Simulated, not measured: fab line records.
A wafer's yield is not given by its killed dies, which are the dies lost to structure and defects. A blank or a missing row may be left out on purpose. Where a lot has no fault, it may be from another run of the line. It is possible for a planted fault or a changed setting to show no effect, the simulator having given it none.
Which tool did it? -- flow n5-finfet -- 37 wafers from 13 lots sampled at 4 of the route's 1938 steps

WHAT THE GAUGES SHOWED, per wafer
N5_ILD0_INSPECT_06: inspects for defects (darkfield).
lot,measured,on,raw-defect-count
L657,day 3 21:31,defect-inspect-01,31 28 56
L658,day 4 04:22,defect-inspect-01,29 44 43
L659,day 4 13:14,defect-inspect-02,26 60 27
L660,day 4 18:10,defect-inspect-02,26 19 12
L661,day 4 21:57,defect-inspect-01,29 26 33
L662,day 5 00:54,defect-inspect-02,24 41 90
L663,day 5 04:28,defect-inspect-02,27 36 54
L664,day 5 09:41,defect-inspect-01,59 72 34
L668,day 6 18:14,defect-inspect-01,37 43 42
L669,day 6 20:55,defect-inspect-02,27 36
L670,day 7 00:54,defect-inspect-01,51 39 61
L673,day 7 15:11,defect-inspect-02,37 41 32
L677,day 8 18:40,defect-inspect-01,36 63

N5_SDB_OVL_MEAS_12.
lot,measured,on,SDB_OVL (nm)
L657,day 3 22:02,overlay-01,-0.1 0.3 0.2
L658,day 4 04:53,overlay-02,0.1 0.2 -1.4
L659,day 4 13:45,overlay-01,-0.3 -0.6 0.3
L660,day 4 18:34,overlay-01,0.0 0.1 0.4
L661,day 4 22:28,overlay-01,-0.2 -0.5 0.3
L662,day 5 01:19,overlay-01,-0.4 -1.1 -0.4
L663,day 5 05:00,overlay-01,-0.7 0.0 -0.2
L664,day 5 10:12,overlay-01,-0.6 0.4 0.3
L668,day 6 18:45,overlay-01,0.5 -0.2 0.4
L669,day 6 21:20,overlay-01,-1.1 -0.9
L670,day 7 01:27,overlay-01,1.6 0.8 1.3
L673,day 7 15:42,overlay-02,0.0 -1.4 -0.1
L677,day 8 19:11,overlay-02,-0.1 -0.5

WHAT TOOL EACH LOT RAN ON (gives the tool, then ch and the chambers of the sampled wafers, and finally the start)
lot,N5_ILD0_ALD_15,N5_SDB_HM_DEP_00
L657,"ald-sin-02 ch 0,1,3, day 3 19:00","pecvd-01 ch 0,1, day 3 21:33"
L658,"ald-sin-04 ch 1,2, day 4 01:50","pecvd-02 ch 0,1,2, day 4 04:24"
L659,"ald-sin-03 ch 1,2, day 4 10:43","pecvd-03 ch 0,1,2, day 4 13:17"
L660,"ald-sin-03 ch 0,3, day 4 15:38","pecvd-02 ch 0,1,2, day 4 18:12"
L661,"ald-sin-04 ch 1,2,3, day 4 19:26","pecvd-03 ch 0,1,2, day 4 22:01"
L662,"ald-sin-03 ch 1,2,3, day 4 22:23","pecvd-02 ch 1,2, day 5 00:56"
L663,"ald-sin-04 ch 0,1,2, day 5 01:56","pecvd-02 ch 1,2, day 5 04:31"
L664,"ald-sin-03 ch 0,1,2, day 5 07:09","pecvd-01 ch 1,2, day 5 09:43"
L668,"ald-sin-04 ch 0,2, day 6 15:43","pecvd-01 ch 0,1,2, day 6 18:16"
L669,"ald-sin-04 ch 2,3, day 6 18:24","pecvd-03 ch 0,1, day 6 20:58"
L670,"ald-sin-02 ch 0,1,3, day 6 22:23","pecvd-03 ch 0,1, day 7 00:56"
L673,"ald-sin-04 ch 0,1, day 7 12:40","pecvd-03 ch 0,1, day 7 15:13"
L677,"ald-sin-04 ch 0,2, day 8 16:08","pecvd-03 ch 1,2, day 8 18:42"
- N5_ILD0_ALD_15: deposits SiNx, target thk 24 nm, pulse time 1 s, ald cycles 480.
- N5_SDB_HM_DEP_00: deposits SiNx from SiH4/NH3/N2, target thk 40 nm, time 35.3 s.

AS READ BY THE TOOLS THEMSELVES (means over the sampled wafers that have a number; for cases with no such wafer, the mark the record gives instead)
N5_ILD0_ALD_15.
lot,tool,heater-power-w (W),precursor-pulse-height-rel
L657,ald-sin-02,874,0.989
L658,ald-sin-04,799,0.999
L659,ald-sin-03,882,0.995
L660,ald-sin-03,877,1.000
L661,ald-sin-04,767,1.016
L662,ald-sin-03,812,1.000
L663,ald-sin-04,780,1.003
L664,ald-sin-03,916,1.006
L668,ald-sin-04,755,1.000
L669,ald-sin-04,728,0.989
L670,ald-sin-02,862,0.995
L673,ald-sin-04,740,0.990
L677,ald-sin-04,736,0.993

N5_SDB_HM_DEP_00.
lot,tool,heater-power-w (W),rf-fwd-power-W (W),showerhead-plenum-p-Torr (Torr),throttle-valve-pct (%)
L657,pecvd-01,718,297.9,5.11,41.6
L658,pecvd-02,816,296.6,5.23,39.2
L659,pecvd-03,897,296.6,5.14,39.4
L660,pecvd-02,822,297.9,5.21,39.0
L661,pecvd-03,882,297.1,5.15,39.5
L662,pecvd-02,870,295.9,5.22,39.5
L663,pecvd-02,900,296.4,5.22,39.6
L664,pecvd-01,681,296.9,5.09,42.2
L668,pecvd-01,716,296.8,5.07,41.0
L669,pecvd-03,820,297.6,5.12,38.2
L670,pecvd-03,837,298.3,5.11,38.2
L673,pecvd-03,813,298.4,5.11,38.2
L677,pecvd-03,908,297.1,5.16,38.1

THE ANSWER, worked out from the rows above alone
Rule: what is usual is taken from the lots themselves. The widest of any qualifying gaps counts: lots, ordered by their means at a reading, are off when they make up no more than a third of the lots, leave a main group of 4 or more, and stand apart from it by 3 or more times the standard deviation of that group's means. A main group whose means are all the same, to the digits that the tables above print for the reading, isn't used. A lot without any number at a reading at which 4 lots or more have one is off too. Where the step has rows for the other lots, those lots are counted as sound. Order of review: gauges by route order, followed by the tools' own readings, for which a lot's mean as printed above is used. At the first step where some lot is off, the reading lying furthest off is the one used; lots without a number count as furthest.
No lot is off on any of the readings shown, so nothing can be concluded from this.

WHAT WAS PUT IN BY THE SIMULATOR
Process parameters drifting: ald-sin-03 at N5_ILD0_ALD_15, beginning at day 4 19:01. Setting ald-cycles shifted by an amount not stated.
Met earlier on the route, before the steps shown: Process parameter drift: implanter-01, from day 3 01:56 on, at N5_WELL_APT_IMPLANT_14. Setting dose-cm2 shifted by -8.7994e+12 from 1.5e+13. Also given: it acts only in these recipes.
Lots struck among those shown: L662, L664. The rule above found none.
